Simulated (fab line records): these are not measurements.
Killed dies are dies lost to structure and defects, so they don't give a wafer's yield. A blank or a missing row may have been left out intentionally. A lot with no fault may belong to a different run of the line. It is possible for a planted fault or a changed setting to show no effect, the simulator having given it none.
Matching of chambers / flow n5Finfet / N5_BEOL_M3_PRE_CLEAN_60 on cvdCo-01: 3 sister chambers
The step time 15 s. 3 wafers are shown with their chamber, then 9 later ones without.

== WAFERS PAIRED WITH THEIR CHAMBERS ==
wafer=L092.1; chamber=2; heaterPowerW (W)=90
wafer=L092.3; chamber=0; heaterPowerW (W)=84
wafer=L092.6; chamber=1; heaterPowerW (W)=111

== WAFERS WHOSE CHAMBER IS MISSING ==
wafer=L094.1; heaterPowerW (W)=116
wafer=L094.2; heaterPowerW (W)=84
wafer=L094.6; heaterPowerW (W)=92
wafer=L096.1; heaterPowerW (W)=92
wafer=L096.2; heaterPowerW (W)=110
wafer=L096.6; heaterPowerW (W)=83
wafer=L097.1; heaterPowerW (W)=93
wafer=L097.3; heaterPowerW (W)=115
wafer=L097.5; heaterPowerW (W)=84

== WHICH CHAMBER EACH ONE RAN IN ==
wafer=L094.1; from the rows above=1; in truth=1
wafer=L094.2; from the rows above=0; in truth=0
wafer=L094.6; from the rows above=2; in truth=2
wafer=L096.1; from the rows above=2; in truth=2
wafer=L096.2; from the rows above=1; in truth=1
wafer=L096.6; from the rows above=0; in truth=0
wafer=L097.1; from the rows above=2; in truth=2
wafer=L097.3; from the rows above=1; in truth=1
wafer=L097.5; from the rows above=0; in truth=0
Correctly placed: 9 of 9. Not placeable from these rows: 0. Number placed wrongly: 0.
How it was worked out, from the rows above alone: a wafer's distance from a chamber is the root of the sum, over the readings, of the square of ((its reading less the chamber's mean) divided by the reading's scatter). If the next closest chamber is less than 2 further off than the closest, the wafer can't be placed; otherwise it belongs to the closest. A chamber's mean is the mean of its shown wafers. The scatter: root of mean squared gap, hidden wafer to nearest shown wafer, with one shown wafer a chamber.
